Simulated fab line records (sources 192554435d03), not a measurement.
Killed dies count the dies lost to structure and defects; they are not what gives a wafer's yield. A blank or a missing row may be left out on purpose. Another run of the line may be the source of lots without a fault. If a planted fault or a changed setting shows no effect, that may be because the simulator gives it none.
Lot-split experiment | flow n5_finfet | 21 wafers read across 7 lots, on a route 1938 steps long

== THE SPLIT ==
At N5_MOL_CONTACT_COAG_COAT_63 (time 60 s, resist thk 10 nm), the setting spin_rpm was moved away from the recipe's 1500 rpm on 8 of the 21 wafers read, by +6.9% to +9.5%. For the rest of the wafers, this setting stayed at what the recipe calls for.

== FROM THE SPLIT TO THE READING: what the file shows between them, 5 steps ==
- N5_MOL_CONTACT_COAG_EXPOSE_37: exposes mask VD, defocus 0 nm (also split here: dose_mj)
- N5_MOL_CONTACT_COAG_PEB_38: peb time 60 s
- N5_MOL_CONTACT_COAG_DEVELOP_39: develop time 30 s
- N5_MOL_CONTACT_COAG_DESCUM_45: chemistry O2, time 7 s
- N5_MOL_CONTACT_COAG_ETCH_65: etches underlayer in N2/H2, target depth 13 nm, time 10.4 s

== THE READING ==
etch.depth_nm (the simulator's own value, which no gauge read), in nm, at N5_MOL_CONTACT_COAG_ETCH_66 (etches SiARC in CF4, target depth 13 nm, time 21.7 s). No usual value for it is given in the file. The 13 wafers here that ran the recipe average 10.003 nm, standard deviation 0.03 nm.

wafer  | tool, chamber at the split | spin_rpm as run, rpm | against the recipe | etch.depth_nm, nm | against lot-mates on the recipe
L075.1 | litho_track-02, 0          | 1500                 | recipe             | 9.956             | -
L075.2 | litho_track-02, 0          | 1643                 | +9.5%              | 9.526             | -0.436
L075.6 | litho_track-02, 0          | 1500                 | recipe             | 9.969             | -
L076.2 | litho_track-02, 0          | 1618                 | +7.9%              | 9.64              | no lot-mate on the recipe
L076.4 | litho_track-02, 0          | 1618                 | +7.9%              | 9.623             | no lot-mate on the recipe
L076.5 | litho_track-02, 0          | 1618                 | +7.9%              | 9.616             | no lot-mate on the recipe
L079.1 | litho_track-03, 0          | 1500                 | recipe             | 9.999             | -
L079.3 | litho_track-03, 0          | 1500                 | recipe             | 9.992             | -
L079.6 | litho_track-03, 0          | 1500                 | recipe             | 10.02             | -
L081.2 | litho_track-03, 0          | 1500                 | recipe             | 10.01             | -
L081.3 | litho_track-03, 0          | 1500                 | recipe             | 10.02             | -
L081.5 | litho_track-03, 0          | 1603                 | +6.9%              | 9.667             | -0.348
L088.3 | litho_track-03, 0          | 1620                 | +8.0%              | 9.65              | no lot-mate on the recipe
L088.5 | litho_track-03, 0          | 1620                 | +8.0%              | 9.647             | no lot-mate on the recipe
L088.6 | litho_track-03, 0          | 1620                 | +8.0%              | 9.611             | no lot-mate on the recipe
L089.1 | litho_track-03, 0          | 1500                 | recipe             | 9.985             | -
L089.4 | litho_track-03, 0          | 1500                 | recipe             | 9.963             | -
L089.6 | litho_track-03, 0          | 1500                 | recipe             | 9.993             | -
L093.1 | litho_track-03, 0          | 1500                 | recipe             | 10.04             | -
L093.3 | litho_track-03, 0          | 1500                 | recipe             | 10.06             | -
L093.4 | litho_track-03, 0          | 1500                 | recipe             | 10.03             | -

THE FIT
A straight line over all 21 wafers: etch.depth_nm changes by -0.0476 nm for each +1% of spin_rpm; r = -0.99; the points scatter about the line by 0.027 nm.
The same after taking each lot's own level away (the mean of its wafers on the recipe; 15 wafers): -0.0474 nm for each +1%; r = -1.00; scatter 0.013 nm.
That fit puts the effect of the largest move of spin_rpm on the reading at 0.45 nm.
Measured against the standard deviation above, the lots' own levels, which go from 9.9625 to 10.0433 nm, span 2.7 times it.
So the lot-to-lot level changes the slope little: the two slopes agree.
Check: -0.483 nm against its lot-mates is what the line predicts for one of the wafers moved furthest among these (+9.5%) when that wafer is left out of the fit. It came out at -0.436 nm against them.

== THE OTHER SPLITS THESE WAFERS WENT THROUGH ==
Other splits were also applied to these wafers ahead of the reading. Each is held against what the fit with the lots' levels taken away leaves over:
other split on the same wafers        | wafers away from the commonest value | r with etch.depth_nm (lot level and that fit taken away)
N5_DUMMY_GATE_ETCH_37 source_w        | 6                                    | -0.39
N5_SD_EPI_N_ETCH_35 time_s            | 3                                    | -0.06
N5_SD_EPI_N_ETCH_16 target_depth_a    | 7                                    | -0.29
N5_HKMG_FIN_COAT_43 spin_rpm          | 8                                    | -0.60
N5_HKMG_FIN_ETCH_35 time_s            | 3                                    | -0.13
N5_GATE_CUT_DESCUM_18 time_s          | 10                                   | -0.02
N5_GATE_CUT_ETCH_36 cf4_flow_sccm     | 5                                    | -0.28
N5_MOL_CONTACT_COAG_PECVD_31 temp_c   | 8                                    | +0.33
N5_MOL_CONTACT_COAG_EXPOSE_37 dose_mj | 3                                    | +0.39

== FILE'S OWN FIT ==
etch.depth_nm changes by -0.0475 nm for each +1% of spin_rpm, r = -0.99.
